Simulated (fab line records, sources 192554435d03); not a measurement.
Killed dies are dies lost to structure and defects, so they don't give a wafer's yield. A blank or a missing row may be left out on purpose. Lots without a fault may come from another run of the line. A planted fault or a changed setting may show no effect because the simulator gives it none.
fab line records | flow n5_finfet | part 2 of 2: steps 5 to 6 of 6
record lots=19 wafers=57 last_day=19
route steps=1938 shown BEOL_M6@1231 BEOL_M7@1265
lots that met no fault: from a run of the same line without faults
start_h: hours from the record's first day to the start of the lot's first wafer shown | wait_h: hours since the lot's step before | " the same as in the row above | L1.1+2: a row that stands for several wafers | - no value, or no start given | * or withheld: withheld | < > ~ a bound
route shown NAME@n: a module of which the file shows steps, and the number in the route of the first | usual: mean/standard deviation of fault-free wafers | same: alike in all rows | chamber/n: place in a boat | sites: the reading at each site | _std_site: their standard deviation | _edge_site: outer sites' mean less inner sites' | radius_mm: how far each site lies from the wafer's centre | mask NAME#n: copy n | behind: the tool/chamber that last shaped the wafer | hold: why the lot was held/for how many hours/how that ended | device: the transistor (n, p or np) that didn't switch | end of line: the same wafers' tests at the end of the route | a step without rows: its recipe alone | killed: dies lost to structure and defects at the first sort, not the wafer's yield | map: a wafer's dies, x killed, . not, _ none there
set.NAME: the setting as run; set.NAME@STEP: as run at that earlier step | model.NAME: the simulator's own value behind a step, which no gauge read
steps of the route over a sample of lots; a table a step, a row a wafer
services: from which hour (start_h, from the record's first day; less than 0 if before it) a tool's chamber was out of use, for how many hours, and why
## steps
# step N5_BEOL_M7_STRIP_19
# recipe chemistry=O2 power_w=400 temp_c=40 pressure_mtorr=30 rf_frequency_hz=6e+07 bias_power_w=0 overash_fraction=0.2 o2_flow_sccm=225
# usual drypump_motor_current_A=5.8/0.36 o2_flow_sccm=225.0/0.65 oes_product_au=0.80/0.093 rf_vpp_V=3.7/0.64 showerhead_plenum_p_Torr=2.13/0.063 throttle_valve_pct=16.68/0.24
# columns lot.wafer tool chamber start_h wait_h drypump_motor_current_A o2_flow_sccm oes_product_au rf_hours_counter_h rf_vpp_V showerhead_plenum_p_Torr throttle_valve_pct
L076.2 rie_diel-02 1 227.91 0.1 5.7 224.8 0.91 19 2.8 2.12 16.33
L076.3 " 2 " " 6.2 225.8 0.68 227 2.3 2.06 16.63
L076.6 " 1 " " 5.7 225.3 0.90 - 3.4 2.12 16.32
L077.2 rie_diel-02 3 235.84 0.3 6.3 225.0 0.87 45 3.1 2.23 16.60
L077.3 " 0 " " 5.5 223.5 0.74 181 3.5 2.16 17.08
L077.4 " 1 " " 5.7 225.5 0.90 21 3.7 2.12 16.32
L078.1 rie_diel-02 3 256.56 0.1 6.3 224.5 0.87 51 2.1 2.23 16.60
L078.3 " 2 " " 6.2 226.3 0.68 235 2.5 2.06 16.62
L078.6 " 0 " " 5.5 224.4 0.74 - 3.5 2.16 17.10
L080.1 rie_diel-02 2 256.78 0.1 6.2 226.5 0.67 235 2.1 2.06 16.62
L080.3 " 1 " " 5.7 223.6 0.90 27 3.2 2.12 16.35
L080.4 " 3 " " 6.3 224.8 0.87 51 2.8 2.23 16.61
L081.1 rie_diel-05 0 261.02 0.1 6.1 225.8 0.68 236 3.8 2.15 16.86
L081.4 " 0 " " 6.1 225.9 0.68 - 3.5 2.15 16.87
L081.6 " 1 " " 6.0 224.8 0.74 - 4.2 2.08 16.70
L082.1 rie_diel-02 0 267.91 0.2 5.5 225.7 0.74 190 3.5 2.16 17.10
L082.3 " 2 " " 6.1 225.6 0.67 239 3.4 2.06 16.61
L082.6 " 2 " " 6.2 225.9 0.67 - 4.1 2.06 16.65
L083.1 rie_diel-01 2 285.04 0.2 5.8 225.0 0.93 34 3.6 2.22 16.55
L083.2 " 0 " " 6.3 224.8 0.81 89 4.2 2.10 16.83
L083.3 " 3 " " 5.8 225.1 0.80 88 3.6 2.11 16.69
L084.3 rie_diel-05 2 288.63 0.1 5.1 224.6 0.72 208 3.2 2.00 16.66
L084.4 " 0 " " 6.1 224.7 0.67 245 4.6 2.15 16.88
L084.6 " 2 " " 5.0 225.1 0.70 - 3.4 2.00 16.67
L086.1 rie_diel-05 3 297.20 0.2 5.8 225.3 0.93 11 3.6 2.15 16.54
L086.4 " 2 " " 5.0 224.6 0.71 210 3.5 2.00 16.66
L086.5 " 3 " " 5.8 224.6 0.93 - 4.4 2.15 16.56
L087.1 rie_diel-05 2 299.96 0.2 5.0 224.7 0.71 211 5.1 2.00 16.66
L087.4 " 1 " " 6.0 224.3 0.72 173 4.5 2.08 16.71
L087.5 " 3 " " 5.7 225.1 0.92 - 2.6 2.15 16.56
L085.3 rie_diel-01 0 300.03 0.1 6.3 224.0 0.81 94 4.1 2.10 16.82
L085.5 " 3 " " 5.8 224.8 0.82 - 3.7 2.11 16.70
L085.6 " 2 " " 5.8 225.8 0.92 - 3.0 2.22 16.53
L091.1 rie_diel-02 0 330.59 0.1 5.4 225.8 0.73 209 4.2 2.15 17.14
L091.4 " 1 " " 5.7 224.1 0.86 - 3.5 2.11 16.36
L091.6 " 0 " " 5.5 224.8 0.72 - 4.2 2.15 17.14
L090.1 rie_diel-02 1 331.40 0.1 5.7 224.5 0.86 50 3.6 2.11 16.37
L090.3 " 3 " " 6.2 225.4 0.84 73 2.6 2.22 16.64
L090.6 " 0 " " 5.4 224.4 0.73 - 2.5 2.15 17.14
L088.3 rie_diel-02 1 332.38 0.3 5.7 226.9 0.86 51 3.8 2.11 16.37
L088.5 " 3 " " 6.3 225.1 0.84 - 4.1 2.22 16.65
L088.6 " 0 " " 5.5 224.4 0.72 - 3.8 2.15 17.15
L092.2 rie_diel-05 0 336.47 0.1 6.1 226.0 1.00 2 4.0 2.15 16.45
L092.3 " 3 " " 5.8 224.5 0.89 25 3.6 2.14 16.57
L092.6 " 3 " " 5.7 224.9 0.88 - 2.6 2.14 16.57
L094.3 rie_diel-05 3 337.53 0.2 5.7 224.7 0.89 25 3.5 2.14 16.58
L094.5 " 3 " " 5.8 225.0 0.88 - 3.9 2.14 16.61
L094.6 " 0 " " 6.1 224.3 0.98 - 3.3 2.14 16.44
L093.1 rie_diel-02 0 343.20 0.1 5.5 225.9 0.73 213 3.3 2.15 17.17
L093.3 " 3 " " 6.2 225.1 0.84 77 3.9 2.22 16.68
L093.5 " 3 " " 6.2 225.1 0.85 - 3.5 2.22 16.65
L095.2 rie_diel-01 0 359.08 0.1 6.3 225.0 0.78 108 3.7 2.10 16.87
L095.4 " 2 " " 5.8 224.2 0.89 54 4.3 2.21 16.57
L095.5 " 0 " " 6.4 224.2 0.79 - 3.1 2.10 16.86
L096.3 rie_diel-02 2 361.67 0.1 6.2 225.3 0.94 8 3.3 2.05 16.22
L096.4 " 0 " " 5.5 224.0 0.72 217 4.8 2.15 17.16
L096.5 " 3 " " 6.3 225.3 0.82 - 2.3 2.22 16.65
# step N5_BEOL_M7_ETCH_72
# recipe chemistry=N2/H2 target=underlayer target_depth_a=65 mask_material=CAR-EUV time_s=5.2 ion_energy_ev=200 pressure_mtorr=30 source_w=840 bias_w=150 n2_flow_sccm=200 h2_flow_sccm=200 ends=cleared
# usual bias_w=150.0/0.49 drypump_motor_current_A=5.8/0.37 etch_rf_on_time_s=5.21/0.13 oes_product_au=0.69/0.084 rf_vpp_V=524.8/2.5 showerhead_plenum_p_Torr=2.57/0.08 throttle_valve_pct=17.85/0.23
# columns lot.wafer tool chamber start_h wait_h bias_w drypump_motor_current_A etch_rf_on_time_s oes_product_au rf_hours_counter_h rf_vpp_V showerhead_plenum_p_Torr throttle_valve_pct
L076.2 rie_diel-02 2 228.49 0.0 150.2 6.2 5.22 0.58 227 524.3 2.52 17.87
L076.3 " 1 " " 148.9 5.7 5.16 0.76 20 525.2 2.59 17.61
L076.6 " 1 " " 150.5 5.7 5.15 0.79 - 523.6 2.59 17.61
L077.2 rie_diel-02 0 238.18 0.0 150.0 5.5 5.43 0.61 182 526.3 2.63 18.29
L077.3 " 2 " " 150.1 6.2 5.35 0.57 229 523.0 2.52 17.87
L077.4 " 3 " " 149.2 6.3 5.10 0.77 45 527.3 2.70 17.81
L078.1 rie_diel-02 1 259.41 0.0 149.6 5.7 5.16 0.75 27 524.9 2.59 17.62
L078.3 " 3 " " 150.3 6.2 5.10 0.75 52 528.3 2.69 17.81
L078.6 " 3 " " 149.6 6.3 5.13 0.75 - 529.9 2.69 17.82
L080.1 rie_diel-05 0 259.80 0.0 150.0 6.1 5.44 0.57 235 524.7 2.61 18.10
L080.3 " 2 " " 149.0 5.0 5.17 0.63 198 521.0 2.40 17.70
L080.4 " 0 " " 150.3 6.1 5.42 0.57 - 525.7 2.61 18.10
L081.1 rie_diel-02 3 262.53 0.0 150.4 6.3 5.08 0.73 53 528.0 2.69 17.86
L081.4 " 1 " " 149.1 5.7 5.22 0.75 28 525.1 2.59 17.63
L081.6 " 0 " " 150.1 5.5 5.45 0.61 - 526.2 2.63 18.28
L082.1 rie_diel-02 1 270.83 0.0 150.8 5.7 5.18 0.75 31 524.8 2.59 17.64
L082.3 " 2 " " 149.5 6.2 5.34 0.57 240 521.7 2.52 17.87
L082.6 " 0 " " 149.5 5.5 5.44 0.61 - 524.5 2.63 18.32
L083.1 rie_diel-05 3 286.55 0.0 150.3 5.8 5.18 0.80 8 526.0 2.59 17.65
L083.2 " 1 " " 150.0 6.0 5.12 0.63 169 525.7 2.52 17.82
L083.3 " 0 " " 150.1 6.1 5.42 0.57 244 525.3 2.61 18.11
L084.3 rie_diel-01 2 291.88 0.0 149.9 5.8 4.98 0.79 36 528.3 2.68 17.56
L084.4 " 3 " " 149.5 5.8 5.16 0.71 91 524.3 2.56 17.84
L084.6 " 3 " " 149.9 5.8 5.16 0.71 - 522.7 2.56 17.84
L086.1 rie_diel-02 2 298.59 0.0 150.0 6.2 5.24 0.57 247 522.6 2.51 17.90
L086.4 " 1 " " 150.2 5.7 5.20 0.74 39 525.1 2.59 17.65
L086.5 " 0 " " 149.8 5.5 5.35 0.60 - 524.0 2.63 18.31
L087.1 rie_diel-01 3 301.72 0.0 149.7 5.8 5.14 0.69 93 525.4 2.56 17.81
L087.4 " 0 " " 150.1 6.3 5.16 0.68 94 524.6 2.59 18.18
L087.5 " 2 " " 150.8 5.8 4.97 0.79 - 528.6 2.68 17.56
L085.3 rie_diel-02 0 301.91 0.0 149.9 5.5 5.50 0.59 198 526.4 2.63 18.31
L085.5 " 0 " " 149.7 5.5 5.41 0.61 - 524.9 2.63 18.32
L085.6 " 1 " " 150.6 5.7 5.18 0.73 - 525.2 2.59 17.65
L091.1 rie_diel-05 1 331.13 0.0 150.9 6.0 5.14 0.62 184 525.7 2.52 17.82
L091.4 " 2 " " 149.6 5.0 5.12 0.61 222 518.7 2.39 17.71
L091.6 " 2 " " 150.0 5.0 5.09 0.61 - 519.1 2.39 17.69
L090.1 rie_diel-05 2 332.06 0.0 149.9 5.0 5.07 0.61 222 519.9 2.39 17.72
L090.3 " 0 " " 149.7 6.1 5.30 0.86 0 524.4 2.60 17.73
L090.6 " 0 " " 149.8 6.1 5.28 0.85 - 527.6 2.60 17.72
L088.3 rie_diel-05 2 335.23 0.0 150.0 5.0 5.05 0.61 223 520.1 2.39 17.70
L088.5 " 0 " " 149.8 6.1 5.30 0.84 - 523.8 2.60 17.75
L088.6 " 3 " " 150.2 5.8 5.20 0.76 - 525.9 2.58 17.69
L092.2 rie_diel-02 1 337.27 0.0 149.4 5.7 5.18 0.72 52 525.5 2.58 17.66
L092.3 " 0 " " 149.9 5.5 5.30 0.60 211 529.9 2.62 18.35
L092.6 " 0 " " 149.8 5.5 5.32 0.61 - 524.5 2.62 18.33
L094.3 rie_diel-01 2 339.63 0.0 151.0 5.9 5.08 0.76 49 529.2 2.67 17.57
L094.5 " 0 " " 150.5 6.3 5.24 0.67 - 525.6 2.58 18.19
L094.6 " 1 " " 150.1 5.8 5.28 0.74 - 523.9 2.61 17.93
L093.1 rie_diel-05 3 345.39 0.0 150.7 5.8 5.19 0.76 28 524.1 2.58 17.67
L093.3 " 2 " " 149.9 5.1 5.11 0.61 227 520.9 2.39 17.70
L093.5 " 2 " " 150.1 5.0 5.10 0.61 - 522.2 2.39 17.71
L095.2 rie_diel-02 1 361.05 0.0 150.0 5.7 5.15 0.70 57 525.0 2.58 17.68
L095.4 " 0 " " 149.8 5.5 5.37 0.59 217 526.2 2.62 18.33
L095.5 " 2 " " 150.4 6.2 5.30 0.78 - 521.1 2.51 17.52
L096.3 rie_diel-02 0 365.17 0.0 150.5 5.5 5.33 0.60 218 526.3 2.62 18.34
L096.4 " 3 " " 149.5 6.2 5.03 0.71 83 527.8 2.68 17.88
L096.5 " 1 " " 149.8 5.7 5.10 0.71 - 525.0 2.58 17.66
## services
# columns tool chamber start_h hours kind
rie_diel-06 - 202.66 1.0 repair
rie_diel-02 1 203.82 16.6 repair
rie_diel-01 3 205.00 4.9 repair
rie_diel-05 0 227.75 9.5 repair
rie_diel-01 3 252.29 4.1 repair
rie_diel-02 - 263.90 1.7 repair
rie_diel-03 1 265.87 8.3 repair
rie_diel-04 2 281.12 - clean
rie_diel-04 2 281.12 - consumable_replace:focus_ring
rie_diel-04 2 281.12 32.3 scheduled_down
rie_diel-04 2 281.12 32.3 vent_cycle
rie_diel-01 0 309.55 5.6 repair
rie_diel-02 2 313.40 - clean
rie_diel-02 2 313.40 - consumable_replace:focus_ring
rie_diel-03 0 314.36 19.1 repair
rie_diel-03 1 319.35 9.5 repair
rie_diel-01 - 320.61 2.8 pm
rie_diel-06 0 335.30 4.4 repair
rie_diel-03 3 338.59 11.0 repair
rie_diel-04 3 341.90 - clean
rie_diel-04 3 341.90 - consumable_replace:focus_ring
rie_diel-04 3 341.90 15.6 scheduled_down
rie_diel-04 3 341.90 15.6 vent_cycle
rie_diel-04 2 358.26 6.6 repair
